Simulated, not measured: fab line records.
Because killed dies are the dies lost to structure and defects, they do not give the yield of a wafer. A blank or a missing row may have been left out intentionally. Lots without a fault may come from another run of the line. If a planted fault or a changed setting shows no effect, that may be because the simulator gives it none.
fab line records + flow n5Finfet
record:
- lots: 7
- wafers: 21
route steps=1938 shown SD_EPI_N@269 SD_EPI_P@295 SDB@353 HKMG_FIN@423 MOL_CONTACT_COAG@531
startH: hours from the record's opening day to when the first of the lot's shown wafers began + waitH: hours since the lot's step before + " identical to the entry in the row above + L1.1+2: a row that stands for several wafers + - no value present, or no start provided + * or withheld: withheld + < > ~ a bound
route shown NAME@n: NAME is a module with steps in the file, n the number in the route of the first one + usual: mean/standard deviation of fault-free wafers + same: alike in all rows + chamber/n: place in a boat + sites: each site's reading + _std_site: the standard deviation of these + _edge_site: outer sites' mean less inner sites' + radiusMm: how far each site lies from the wafer's centre + mask NAME#n: copy n + behind: tool/chamber where the wafer was last shaped + hold: cause of the lot's hold/its duration in hours/its outcome + device: transistor that didn't switch, given as n, p or np + end of line: at the end of the route, the tests of the same wafers + for a step that has no rows: nothing shown but its recipe + killed: dies that structure and defects cost at the first sort, which is not the same as the wafer's yield + map: shows each die of a wafer: x if killed, . if not, _ if none is there
set.NAME: the setting as run; set.NAME@STEP: as run at that earlier step + model.NAME: the simulator's own value behind a step, which no gauge read
lots where settings were altered on purpose, with a table for each step and a row for each wafer
== steps ==
step: N5_SD_EPI_N_DEVELOP_08
recipe:
- developTimeS: 30
- developer: TMAH
- resist: CAR-ArF-block
- devTempC: 23
- rinseLiquid: diw
- dry: airSpin
| lot.wafer  | tool          | chamber | startH | waitH | set.developTimeS |
|------------|---------------|---------|--------|-------|------------------|
| L074.1+4+5 | lithoTrack-03 | 0       | -      | -     | 30               |
| L080.3     | lithoTrack-03 | 0       | -      | -     | 36.43            |
| L080.5+6   | "             | 0       | "      | "     | 30               |
| L081.1+2+5 | lithoTrack-02 | 0       | -      | -     | 30               |
| L083.1     | lithoTrack-05 | 0       | -      | -     | 30               |
| L083.2+6   | "             | 0       | "      | "     | 26.19            |
| L084.3     | lithoTrack-03 | 0       | -      | -     | 34.53            |
| L084.4+5   | "             | 0       | "      | "     | 30               |
| L090.3     | lithoTrack-02 | 0       | -      | -     | 30               |
| L090.4+5   | "             | 0       | "      | "     | 31.98            |
| L097.1+4+6 | lithoTrack-02 | 0       | -      | -     | 30               |
step: N5_SD_EPI_N_CD_MEAS_09
recipe:
- targetCdNm: 120
- landingEnergyEv: 500
- detector: seInlens
usual:
- cdNm: 120.5/0.81
| lot.wafer | tool     | chamber | startH | waitH | set.pebTempC@SD_EPI_N_PEB_07 | cdNm  |
|-----------|----------|---------|--------|-------|------------------------------|-------|
| L074.1    | cdSem-03 | 0       | 50.98  | -     | 107.4                        | 113.7 |
| L074.4    | "        | 0       | "      | "     | 110                          | 119.9 |
| L074.5    | "        | 0       | "      | "     | 107.4                        | 114.1 |
| L080.3    | cdSem-03 | 0       | 90.53  | -     | 110                          | 121.4 |
| L080.5    | "        | 0       | "      | "     | 112.8                        | 127.5 |
| L080.6    | "        | 0       | "      | "     | 112.8                        | 126.9 |
| L081.1    | cdSem-02 | 0       | 91.73  | -     | 110                          | 120.3 |
| L081.2    | "        | 0       | "      | "     | 110                          | 120.6 |
| L081.5    | "        | 0       | "      | "     | 113.4                        | 129.4 |
| L083.1    | cdSem-01 | 0       | 104.49 | -     | 111.7                        | 124.9 |
| L083.2    | "        | 0       | "      | "     | 111.7                        | 123.9 |
| L083.6    | "        | 0       | "      | "     | 111.7                        | 123.6 |
| L084.3    | cdSem-01 | 0       | 111.31 | -     | 110                          | 119.1 |
| L084.4    | "        | 0       | "      | "     | 111.4                        | 124.2 |
| L084.5    | "        | 0       | "      | "     | 110                          | 119.8 |
| L090.3    | cdSem-02 | 0       | 144.57 | -     | 110                          | 120.7 |
| L090.4    | "        | 0       | "      | "     | 110                          | 119.9 |
| L090.5    | "        | 0       | "      | "     | 106.5                        | 110.9 |
| L097.1    | cdSem-02 | 0       | 185.79 | -     | 110                          | 119.7 |
| L097.4    | "        | 0       | "      | "     | 110                          | 120.6 |
| L097.6    | "        | 0       | "      | "     | 110                          | 121.7 |
step: N5_SD_EPI_N_DESCUM_14
recipe:
- chemistry: O2
- timeS: 7.9
- sourcePowerW: 50
- biasPowerW: 20
- pressureMtorr: 20
- rfFrequencyHz: 2.712e+07
- tempC: 40
- resist: CAR-ArF-block
- o2FlowSccm: 225
| lot.wafer | tool       | chamber | startH | waitH | set.pebTempC@SD_EPI_N_PEB_07 | model.SD_EPI_N.cdNm |
|-----------|------------|---------|--------|-------|------------------------------|---------------------|
| L074.1    | rieDiel-04 | 1       | 52.09  | 1.1   | 107.4                        | 113.6               |
| L074.4    | "          | 2       | "      | "     | 110                          | 120.2               |
| L074.5    | "          | 1       | "      | "     | 107.4                        | 114                 |
| L080.3    | rieDiel-01 | 2       | 90.61  | 0.0   | 110                          | 121.6               |
| L080.5    | "          | 0       | "      | "     | 112.8                        | 127.2               |
| L080.6    | "          | 3       | "      | "     | 112.8                        | 127                 |
| L081.1    | rieDiel-01 | 3       | 92.00  | 0.2   | 110                          | 120.2               |
| L081.2    | "          | 0       | "      | "     | 110                          | 120.4               |
| L081.5    | "          | 0       | "      | "     | 113.4                        | 129                 |
| L083.1    | rieDiel-01 | 1       | 104.76 | 0.0   | 111.7                        | 124.6               |
| L083.2    | "          | 3       | "      | "     | 111.7                        | 124                 |
| L083.6    | "          | 0       | "      | "     | 111.7                        | 123.6               |
| L084.3    | rieDiel-06 | 1       | 111.40 | 0.0   | 110                          | 119.2               |
| L084.4    | "          | 2       | "      | "     | 111.4                        | 124                 |
| L084.5    | "          | 3       | "      | "     | 110                          | 120                 |
| L090.3    | rieDiel-04 | 2       | 144.65 | 0.0   | 110                          | 120.6               |
| L090.4    | "          | 3       | "      | "     | 110                          | 120                 |
| L090.5    | "          | 2       | "      | "     | 106.5                        | 110.8               |
| L097.1    | rieDiel-06 | 3       | 185.88 | 0.0   | 110                          | 120.2               |
| L097.4    | "          | 2       | "      | "     | 110                          | 120.6               |
| L097.6    | "          | 1       | "      | "     | 110                          | 121.6               |
step: N5_SD_EPI_N_ETCH_34
recipe:
- chemistry: CF4
- target: SiARC
- targetDepthA: 455
- maskMaterial: CAR-ArF-block
- timeS: 75.8
- ionEnergyEv: 80
- pressureMtorr: 40
- sourceW: 545
- biasW: 36
- Ar_flow_sccm: 100
- cf4FlowSccm: 100
- ends: cleared
step: N5_SD_EPI_N_ETCH_35
recipe:
- chemistry: N2/H2
- target: SOC
- overetchA: 1080
- maskMaterial: SiARC
- tempC: 40
- ionEnergyEv: 100
- sourceW: 3000
- biasW: 133
- pressureMtorr: 20
- timeS: 486
- n2FlowSccm: 200
- h2FlowSccm: 200
| lot.wafer | tool       | chamber | startH | waitH | set.pebTempC@SD_EPI_N_PEB_07 | model.SD_EPI_N.cdNm |
|-----------|------------|---------|--------|-------|------------------------------|---------------------|
| L074.1+5  | rieDiel-04 | 1       | 52.18  | 0.0   | 107.4                        | 112.8               |
| L074.4    | "          | 2       | "      | "     | 110                          | 122.2               |
| L080.3    | rieDiel-01 | 2       | 90.71  | 0.0   | 110                          | 119.8               |
| L080.5+6  | "          | 0,3     | "      | "     | 112.8                        | 128.2               |
| L081.1    | rieDiel-01 | 3       | 92.09  | 0.0   | 110                          | 121.8               |
| L081.2    | "          | 0       | "      | "     | 110                          | 122.4               |
| L081.5    | "          | 0       | "      | "     | 113.4                        | 131.2               |
| L083.1    | rieDiel-01 | 1       | 104.85 | 0.0   | 111.7                        | 123.6               |
| L083.2    | "          | 3       | "      | "     | 111.7                        | 125.6               |
| L083.6    | "          | 0       | "      | "     | 111.7                        | 125.4               |
| L084.3    | rieDiel-06 | 1       | 111.49 | 0.0   | 110                          | 119.8               |
| L084.4    | "          | 2       | "      | "     | 111.4                        | 123.6               |
| L084.5    | "          | 3       | "      | "     | 110                          | 121.4               |
| L090.3    | rieDiel-04 | 2       | 144.74 | 0.0   | 110                          | 122.8               |
| L090.4    | "          | 3       | "      | "     | 110                          | 120                 |
| L090.5    | "          | 2       | "      | "     | 106.5                        | 112.8               |
| L097.1    | rieDiel-06 | 3       | 185.97 | 0.0   | 110                          | 121.6               |
| L097.4    | "          | 2       | "      | "     | 110                          | 121                 |
| L097.6    | "          | 1       | "      | "     | 110                          | 123                 |
step: N5_SD_EPI_P_COAT_34
recipe:
- resist: SOC
- tempC: 250
- timeS: 60
- spinRpm: 1500
- resistThkNm: 350
| lot.wafer | tool          | chamber | startH | waitH | set.spinRpm | model.SOC_of_SD_EPI_P_COAT_34.thkNm |
|-----------|---------------|---------|--------|-------|-------------|-------------------------------------|
| L074.1    | lithoTrack-04 | 0       | 56.07  | 0.0   | 1500        | 350.2                               |
| L074.4    | "             | 0       | "      | "     | 1605        | 337.6                               |
| L074.5    | "             | 0       | "      | "     | 1605        | 337.4                               |
| L080.3    | lithoTrack-04 | 0       | 95.98  | 0.0   | 1652        | 335                                 |
| L080.5    | "             | 0       | "      | "     | 1500        | 351                                 |
| L080.6    | "             | 0       | "      | "     | 1652        | 334.6                               |
| L081.1    | lithoTrack-01 | 0       | 95.99  | 0.0   | 1500        | 349.6                               |
| L081.2    | "             | 0       | "      | "     | 1500        | 351.6                               |
| L081.5    | "             | 0       | "      | "     | 1347        | 370.4                               |
| L083.1    | lithoTrack-04 | 0       | 108.78 | 0.0   | 1500        | 348.6                               |
| L083.2    | "             | 0       | "      | "     | 1367        | 366                                 |
| L083.6    | "             | 0       | "      | "     | 1367        | 365.8                               |
| L084.3    | lithoTrack-01 | 0       | 115.82 | 0.0   | 1500        | 350.2                               |
| L084.4    | "             | 0       | "      | "     | 1500        | 351                                 |
| L084.5    | "             | 0       | "      | "     | 1368        | 366.8                               |
| L090.3    | lithoTrack-03 | 0       | 148.77 | 0.0   | 1500        | 350.4                               |
| L090.4    | "             | 0       | "      | "     | 1500        | 350.6                               |
| L090.5    | "             | 0       | "      | "     | 1500        | 351                                 |
| L097.1    | lithoTrack-01 | 0       | 190.70 | 0.0   | 1500        | 350.6                               |
| L097.4    | "             | 0       | "      | "     | 1500        | 351                                 |
| L097.6    | "             | 0       | "      | "     | 1500        | 350.4                               |
step: N5_SDB_EXPOSE_08
recipe:
- maskId: SDB
- na: 1.35
- sourceShape: conventional
- sigmaOuter: 0.5
- polarization: unpolarized
- doseMj: 49.6
| lot.wafer  | tool           | chamber | startH | waitH | mask  | set.doseMj |
|------------|----------------|---------|--------|-------|-------|------------|
| L074.1+5   | arfiScanner-01 | 0       | 68.19  | -     | SDB#0 | 52.8       |
| L074.4     | "              | 0       | "      | "     | SDB#0 | 49.6       |
| L080.3+5   | arfiScanner-01 | 0       | 108.44 | -     | SDB#0 | 46.09      |
| L080.6     | "              | 0       | "      | "     | SDB#0 | 49.6       |
| L081.1+5   | arfiScanner-02 | 0       | 109.44 | -     | SDB#0 | 52.55      |
| L081.2     | "              | 0       | "      | "     | SDB#0 | 49.6       |
| L083.1+2   | arfiScanner-01 | 0       | 121.20 | -     | SDB#0 | 47.86      |
| L083.6     | "              | 0       | "      | "     | SDB#0 | 49.6       |
| L084.3+5   | arfiScanner-03 | 0       | 127.94 | -     | SDB#0 | 46.9       |
| L084.4     | "              | 0       | "      | "     | SDB#0 | 49.6       |
| L090.3     | arfiScanner-01 | 0       | 160.77 | -     | SDB#0 | 49.6       |
| L090.4+5   | "              | 0       | "      | "     | SDB#0 | 50.81      |
| L097.1+4+6 | arfiScanner-01 | 0       | 205.17 | -     | SDB#0 | 49.6       |
step: N5_SDB_PEB_09
recipe:
- pebTempC: withheld
- pebTimeS: 60
- resist: CAR-ArF
step: N5_SDB_DEVELOP_10
recipe:
- developTimeS: 30
- developer: TMAH
- resist: CAR-ArF
- rinseLiquid: diw
- dry: airSpin
- devTempC: 23
step: N5_SDB_CD_MEAS_11
recipe:
- targetCdNm: 50
- landingEnergyEv: 500
- detector: seInlens
- polarity: opening
usual:
- cdNm: 50.6/2.1
| lot.wafer | tool     | chamber | startH | waitH | set.doseMj@SDB_EXPOSE_08 | cdNm |
|-----------|----------|---------|--------|-------|--------------------------|------|
| L074.1    | cdSem-03 | 0       | 68.32  | -     | 52.8                     | 58.7 |
| L074.4    | "        | 0       | "      | "     | 49.6                     | 52.7 |
| L074.5    | "        | 0       | "      | "     | 52.8                     | 59.9 |
| L080.3    | cdSem-03 | 0       | 108.56 | -     | 46.09                    | 46.4 |
| L080.5    | "        | 0       | "      | "     | 46.09                    | 45.4 |
| L080.6    | "        | 0       | "      | "     | 49.6                     | 52.3 |
| L081.1    | cdSem-03 | 0       | 109.57 | -     | 52.55                    | 58.3 |
| L081.2    | "        | 0       | "      | "     | 49.6                     | 48.0 |
| L081.5    | "        | 0       | "      | "     | 52.55                    | 55.8 |
| L083.1    | cdSem-02 | 0       | 121.33 | -     | 47.86                    | 50.7 |
| L083.2    | "        | 0       | "      | "     | 47.86                    | 48.0 |
| L083.6    | "        | 0       | "      | "     | 49.6                     | 51.9 |
| L084.3    | cdSem-03 | 0       | 128.06 | -     | 46.9                     | 41.9 |
| L084.4    | "        | 0       | "      | "     | 49.6                     | 48.5 |
| L084.5    | "        | 0       | "      | "     | 46.9                     | 40.8 |
| L090.3    | cdSem-03 | 0       | 160.89 | -     | 49.6                     | 49.4 |
| L090.4    | "        | 0       | "      | "     | 50.81                    | 53.7 |
| L090.5    | "        | 0       | "      | "     | 50.81                    | 50.6 |
| L097.1    | cdSem-01 | 0       | 205.30 | -     | 49.6                     | 50.0 |
| L097.4    | "        | 0       | "      | "     | 49.6                     | 52.6 |
| L097.6    | "        | 0       | "      | "     | 49.6                     | 51.1 |
step: N5_HKMG_FIN_COAT_30
recipe:
- resist: SiARC
- tempC: 220
- timeS: 60
- spinRpm: 1500
- resistThkNm: 35
| lot.wafer  | tool          | chamber | startH | waitH | set.spinRpm | model.SiARC_of_HKMG_FIN_COAT_30.thkNm |
|------------|---------------|---------|--------|-------|-------------|---------------------------------------|
| L074.1     | lithoTrack-02 | 0       | -      | -     | 1344        | 36.8                                  |
| L074.4+5   | "             | 0       | "      | "     | 1500        | 34.8                                  |
| L080.3+5+6 | lithoTrack-03 | 0       | -      | -     | 1612        | 33.8                                  |
| L081.1     | lithoTrack-02 | 0       | -      | -     | 1500        | 34.8                                  |
| L081.2     | "             | 0       | "      | "     | 1348        | 37                                    |
| L081.5     | "             | 0       | "      | "     | 1348        | 36.8                                  |
| L083.1     | lithoTrack-04 | 0       | -      | -     | 1641        | 33.6                                  |
| L083.2+6   | "             | 0       | "      | "     | 1500        | 35                                    |
| L084.3     | lithoTrack-03 | 0       | -      | -     | 1500        | 34.8                                  |
| L084.4     | "             | 0       | "      | "     | 1369        | 36.6                                  |
| L084.5     | "             | 0       | "      | "     | 1500        | 35                                    |
| L090.3+5   | lithoTrack-04 | 0       | -      | -     | 1500        | 35.2                                  |
| L090.4     | "             | 0       | "      | "     | 1398        | 36.4                                  |
| L097.1+6   | lithoTrack-04 | 0       | -      | -     | 1500        | 35.2                                  |
| L097.4     | "             | 0       | "      | "     | 1500        | 35                                    |
step: N5_HKMG_FIN_PEB_10
recipe:
- pebTempC: withheld
- pebTimeS: 60
- resist: CAR-ArF
| lot.wafer  | tool          | chamber | startH | waitH | set.pebTimeS |
|------------|---------------|---------|--------|-------|--------------|
| L074.1+5   | lithoTrack-03 | 0       | 78.19  | 0.1   | 68.42        |
| L074.4     | "             | 0       | "      | "     | 60           |
| L080.3+5+6 | lithoTrack-02 | 0       | 117.65 | 0.0   | 60           |
| L081.1+5   | lithoTrack-02 | 0       | 118.70 | 0.1   | 50.14        |
| L081.2     | "             | 0       | "      | "     | 60           |
| L083.1+6   | lithoTrack-02 | 0       | 130.12 | 0.1   | 60           |
| L083.2     | "             | 0       | "      | "     | 64.45        |
| L084.3+4+5 | lithoTrack-02 | 0       | 137.17 | 0.0   | 60           |
| L090.3+4+5 | lithoTrack-04 | 0       | 170.02 | 0.0   | 67.04        |
| L097.1+4+6 | lithoTrack-03 | 0       | 214.11 | 0.1   | 60           |
step: N5_HKMG_FIN_DEVELOP_11
recipe:
- developTimeS: 30
- developer: TMAH
- resist: CAR-ArF
- devTempC: 23
- rinseLiquid: diw
- dry: airSpin
step: N5_HKMG_FIN_CD_MEAS_12
recipe:
- targetCdNm: 92.8
- landingEnergyEv: 500
- detector: seInlens
usual:
- cdNm: 92.4/0.83
| lot.wafer | tool     | chamber | startH | waitH | set.pebTimeS@HKMG_FIN_PEB_10 | cdNm |
|-----------|----------|---------|--------|-------|------------------------------|------|
| L074.1    | cdSem-03 | 0       | 78.26  | -     | 68.42                        | 96.8 |
| L074.4    | "        | 0       | "      | "     | 60                           | 92.8 |
| L074.5    | "        | 0       | "      | "     | 68.42                        | 97.9 |
| L080.3    | cdSem-02 | 0       | 117.72 | -     | 60                           | 91.6 |
| L080.5    | "        | 0       | "      | "     | 60                           | 91.8 |
| L080.6    | "        | 0       | "      | "     | 60                           | 91.6 |
| L081.1    | cdSem-02 | 0       | 118.76 | -     | 50.14                        | 85.5 |
| L081.2    | "        | 0       | "      | "     | 60                           | 91.4 |
| L081.5    | "        | 0       | "      | "     | 50.14                        | 85.2 |
| L083.1    | cdSem-01 | 0       | 130.19 | -     | 60                           | 93.2 |
| L083.2    | "        | 0       | "      | "     | 64.45                        | 94.2 |
| L083.6    | "        | 0       | "      | "     | 60                           | 92.0 |
| L084.3    | cdSem-02 | 0       | 137.23 | -     | 60                           | 91.5 |
| L084.4    | "        | 0       | "      | "     | 60                           | 91.9 |
| L084.5    | "        | 0       | "      | "     | 60                           | 92.3 |
| L090.3    | cdSem-01 | 0       | 170.09 | -     | 67.04                        | 97.7 |
| L090.4    | "        | 0       | "      | "     | 67.04                        | 98.0 |
| L090.5    | "        | 0       | "      | "     | 67.04                        | 95.8 |
| L097.1    | cdSem-03 | 0       | 214.18 | -     | 60                           | 92.3 |
| L097.4    | "        | 0       | "      | "     | 60                           | 92.5 |
| L097.6    | "        | 0       | "      | "     | 60                           | 93.1 |
step: N5_HKMG_FIN_DESCUM_17
recipe:
- chemistry: O2
- timeS: 7.9
- sourcePowerW: 50
- biasPowerW: 20
- pressureMtorr: 20
- rfFrequencyHz: 2.712e+07
- tempC: 40
- resist: CAR-ArF
- o2FlowSccm: 225
step: N5_HKMG_FIN_ETCH_31
recipe:
- chemistry: CF4
- target: SiARC
- targetDepthA: 455
- maskMaterial: CAR-ArF
- timeS: 75.8
- ionEnergyEv: 80
- pressureMtorr: 40
- sourceW: 545
- biasW: 36
- Ar_flow_sccm: 100
- cf4FlowSccm: 100
- ends: cleared
| lot.wafer | tool       | chamber | startH | waitH | set.spinRpm@HKMG_FIN_COAT_30 | model.etch.depthNm | model.CAR-ArF_of_HKMG_FIN_COAT_06.thkNm |
|-----------|------------|---------|--------|-------|------------------------------|--------------------|-----------------------------------------|
| L074.1    | rieDiel-04 | 1       | 78.38  | 0.0   | 1344                         | 36.88              | 48.8                                    |
| L074.4    | "          | 0       | "      | "     | 1500                         | 34.85              | 50.8                                    |
| L074.5    | "          | 2       | "      | "     | 1500                         | 34.82              | 50.4                                    |
| L080.3    | rieDiel-01 | 0       | 118.32 | 0.0   | 1612                         | 33.71              | 51.8                                    |
| L080.5    | "          | 0       | "      | "     | 1612                         | 33.78              | 52                                      |
| L080.6    | "          | 3       | "      | "     | 1612                         | 33.71              | 52.4                                    |
| L081.1    | rieDiel-01 | 1       | 118.89 | 0.0   | 1500                         | 34.89              | 51                                      |
| L081.2    | "          | 2       | "      | "     | 1348                         | 36.96              | 49                                      |
| L081.5    | "          | 0       | "      | "     | 1348                         | 36.88              | 48.8                                    |
| L083.1    | rieDiel-06 | 2       | 130.46 | 0.0   | 1641                         | 33.54              | 52.2                                    |
| L083.2    | "          | 3       | "      | "     | 1500                         | 35.05              | 50.8                                    |
| L083.6    | "          | 1       | "      | "     | 1500                         | 35.07              | 50.8                                    |
| L084.3    | rieDiel-04 | 2       | 137.35 | 0.0   | 1500                         | 34.89              | 50.6                                    |
| L084.4    | "          | 0       | "      | "     | 1369                         | 36.63              | 49.2                                    |
| L084.5    | "          | 1       | "      | "     | 1500                         | 35.02              | 50.8                                    |
| L090.3    | rieDiel-04 | 0       | 170.21 | 0.0   | 1500                         | 35.14              | 50.8                                    |
| L090.4    | "          | 3       | "      | "     | 1398                         | 36.37              | 49.6                                    |
| L090.5    | "          | 3       | "      | "     | 1500                         | 35.18              | 51.2                                    |
| L097.1    | rieDiel-06 | 3       | 214.33 | 0.0   | 1500                         | 35.11              | 50.8                                    |
| L097.4    | "          | 2       | "      | "     | 1500                         | 35.07              | 51                                      |
| L097.6    | "          | 0       | "      | "     | 1500                         | 35.12              | 51                                      |
step: N5_HKMG_FIN_ETCH_32
recipe:
- chemistry: N2/H2
- target: SOC
- targetDepthA: 2400
- tempC: 40
- timeS: 300
- ionEnergyEv: 200
- maskMaterial: SiARC
- pressureMtorr: 30
- sourceW: 840
- biasW: 150
- n2FlowSccm: 200
- h2FlowSccm: 200
| lot.wafer  | tool       | chamber | startH | waitH | set.spinRpm@HKMG_FIN_COAT_30 | model.SiARC_of_HKMG_FIN_COAT_30.thkNm |
|------------|------------|---------|--------|-------|------------------------------|---------------------------------------|
| L074.1     | rieDiel-04 | 1       | 78.44  | 0.0   | 1344                         | 23                                    |
| L074.4     | "          | 0       | "      | "     | 1500                         | 19.8                                  |
| L074.5     | "          | 2       | "      | "     | 1500                         | 20.8                                  |
| L080.3+5+6 | rieDiel-01 | 0,0,3   | 118.38 | 0.0   | 1612                         | 19.8                                  |
| L081.1     | rieDiel-01 | 1       | 118.94 | 0.0   | 1500                         | 21                                    |
| L081.2     | "          | 2       | "      | "     | 1348                         | 23.6                                  |
| L081.5     | "          | 0       | "      | "     | 1348                         | 22.6                                  |
| L083.1     | rieDiel-06 | 2       | 130.52 | 0.0   | 1641                         | 18.4                                  |
| L083.2     | "          | 3       | "      | "     | 1500                         | 21.8                                  |
| L083.6     | "          | 1       | "      | "     | 1500                         | 21                                    |
| L084.3     | rieDiel-04 | 2       | 137.41 | 0.0   | 1500                         | 20.8                                  |
| L084.4     | "          | 0       | "      | "     | 1369                         | 22                                    |
| L084.5     | "          | 1       | "      | "     | 1500                         | 21.4                                  |
| L090.3     | rieDiel-04 | 0       | 170.27 | 0.0   | 1500                         | 20.4                                  |
| L090.4     | "          | 3       | "      | "     | 1398                         | 22.4                                  |
| L090.5     | "          | 3       | "      | "     | 1500                         | 21.2                                  |
| L097.1     | rieDiel-06 | 3       | 214.38 | 0.0   | 1500                         | 21.8                                  |
| L097.4     | "          | 2       | "      | "     | 1500                         | 20.2                                  |
| L097.6     | "          | 0       | "      | "     | 1500                         | 21                                    |
step: N5_MOL_CONTACT_COAG_ETCH_105
recipe:
- chemistry: CF4
- target: SiARC
- targetDepthA: 156
- maskMaterial: CAR-EUV
- timeS: 26
- ionEnergyEv: 80
- pressureMtorr: 40
- sourceW: 545
- biasW: 36
- Ar_flow_sccm: 100
- cf4FlowSccm: 100
- ends: cleared
usual:
- rfVppV: 184.1/1
| lot.wafer | tool       | chamber | startH | waitH | set.biasW | rfVppV |
|-----------|------------|---------|--------|-------|-----------|--------|
| L074.1    | rieDiel-06 | 0       | 92.56  | 0.0   | 36        | 183.6  |
| L074.4    | "          | 3       | "      | "     | 36        | 184.7  |
| L074.5    | "          | 1       | "      | "     | 36        | 184.4  |
| L080.3    | rieDiel-01 | 0       | 130.27 | 0.0   | 36        | 184.9  |
| L080.5    | "          | 3       | "      | "     | 41.42     | 200.6  |
| L080.6    | "          | 2       | "      | "     | 41.42     | 199.7  |
| L081.1    | rieDiel-01 | 0       | 130.87 | 0.0   | 36        | 183.7  |
| L081.2    | "          | 3       | "      | "     | 36        | 183.6  |
| L081.5    | "          | 3       | "      | "     | 36        | 184.8  |
| L083.1    | rieDiel-06 | 2       | 142.84 | 0.0   | 36        | 185.2  |
| L083.2    | "          | 0       | "      | "     | 36        | 183.2  |
| L083.6    | "          | 2       | "      | "     | 36        | 185.1  |
| L084.3    | rieDiel-06 | 3       | 149.79 | 0.0   | 29.94     | 163.7  |
| L084.4    | "          | 2       | "      | "     | 29.94     | 164.5  |
| L084.5    | "          | 0       | "      | "     | 36        | 182.9  |
| L090.3    | rieDiel-04 | 0       | 182.49 | 0.0   | 36        | 185.3  |
| L090.4    | "          | 2       | "      | "     | 38.96     | 195.5  |
| L090.5    | "          | 1       | "      | "     | 36        | 183.9  |
| L097.1    | rieDiel-04 | 1       | 227.61 | 0.0   | 36        | 183.1  |
| L097.4    | "          | 3       | "      | "     | 36        | 183.8  |
| L097.6    | "          | 3       | "      | "     | 36        | 183.0  |
step: N5_MOL_CONTACT_COAG_CVD_140
recipe:
- material: W
- targetThkA: 665
- mode: selectiveFill
- tempC: 300
- timeS: 215
| lot.wafer | tool    | chamber | startH | waitH | set.targetThkA | model.W_of_MOL_CONTACT_COAG_CVD_140.thkNm |
|-----------|---------|---------|--------|-------|----------------|-------------------------------------------|
| L074.1    | cvdW-02 | 0       | 103.41 | 0.1   | 737.4          | 73.8                                      |
| L074.4    | "       | 0       | "      | "     | 737.4          | 74.2                                      |
| L074.5    | "       | 1       | "      | "     | 665            | 66.6                                      |
| L081.1    | cvdW-01 | 0       | 142.70 | 0.1   | 665            | 66.8                                      |
| L081.2    | "       | 1       | "      | "     | 665            | 68.4                                      |
| L081.5    | "       | 0       | "      | "     | 665            | 65.2                                      |
| L080.3    | cvdW-02 | 0       | 142.99 | 0.1   | 602.6          | 59.6                                      |
| L080.5    | "       | 0       | "      | "     | 602.6          | 60                                        |
| L080.6    | "       | 1       | "      | "     | 665            | 66.4                                      |
| L083.1    | cvdW-02 | 1       | 154.62 | 0.1   | 665            | 66                                        |
| L083.2    | "       | 0       | "      | "     | 737.8          | 72.6                                      |
| L083.6    | "       | 1       | "      | "     | 737.8          | 72.8                                      |
| L084.3    | cvdW-02 | 1       | 161.68 | 0.1   | 633            | 63.6                                      |
| L084.4    | "       | 0       | "      | "     | 665            | 66                                        |
| L084.5    | "       | 0       | "      | "     | 633            | 62.4                                      |
| L090.3    | cvdW-01 | 1       | 194.26 | 0.1   | 597.7          | 60.4                                      |
| L090.4+5  | "       | 0,1     | "      | "     | 597.7          | 59.8                                      |
| L097.1    | cvdW-01 | 0       | 242.31 | 0.1   | 665            | 66                                        |
| L097.4    | "       | 1       | "      | "     | 665            | 66.4                                      |
| L097.6    | "       | 0       | "      | "     | 665            | 65.8                                      |
== key ==
split:
- step: N5_SD_EPI_N_DEVELOP_08
- setting: developTimeS
- stated: 30
- by: wafer
response none clear
split:
- step: N5_SD_EPI_P_COAT_34
- setting: spinRpm
- stated: 1500
- by: wafer
response:
- step: N5_SD_EPI_P_COAT_34
- reading: model.SOC_of_SD_EPI_P_COAT_34.thkNm
- change: -1.82
- per: 1%
- r: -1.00
split:
- step: N5_SDB_EXPOSE_08
- setting: doseMj
- stated: 49.6
- by: wafer
response:
- step: N5_SDB_CD_MEAS_11
- reading: cdNm
- change: +1.12
- per: 1%
- r: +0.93
split:
- step: N5_HKMG_FIN_COAT_30
- setting: spinRpm
- stated: 1500
- by: wafer
response:
- step: N5_HKMG_FIN_COAT_30
- reading: model.SiARC_of_HKMG_FIN_COAT_30.thkNm
- change: -0.186
- per: 1%
- r: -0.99
response:
- step: N5_HKMG_FIN_ETCH_31
- reading: model.etch.depthNm
- change: -0.187
- per: 1%
- r: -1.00
response:
- step: N5_HKMG_FIN_ETCH_31
- reading: model.CAR-ArF_of_HKMG_FIN_COAT_06.thkNm
- change: +0.18
- per: 1%
- r: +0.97
response:
- step: N5_HKMG_FIN_ETCH_32
- reading: model.SiARC_of_HKMG_FIN_COAT_30.thkNm
- change: -0.228
- per: 1%
- r: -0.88
split:
- step: N5_HKMG_FIN_PEB_10
- setting: pebTimeS
- stated: 60
- by: wafer
response:
- step: N5_HKMG_FIN_CD_MEAS_12
- reading: cdNm
- change: +0.336
- per: 1%
- r: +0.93
split:
- step: N5_MOL_CONTACT_COAG_ETCH_105
- setting: biasW
- stated: 36
- by: wafer
response:
- step: N5_MOL_CONTACT_COAG_ETCH_105
- reading: rfVppV
- change: +1.1
- per: 1%
- r: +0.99
split:
- step: N5_MOL_CONTACT_COAG_CVD_140
- setting: targetThkA
- stated: 665
- by: wafer
response:
- step: N5_MOL_CONTACT_COAG_CVD_140
- reading: model.W_of_MOL_CONTACT_COAG_CVD_140.thkNm
- change: +0.659
- per: 1%
- r: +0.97
split outsideThisFile step=N5_SD_EPI_N_PEB_07 setting=pebTempC
split outsideThisFile: this setting was split too, and the file shows its column; the key of that split is in another file
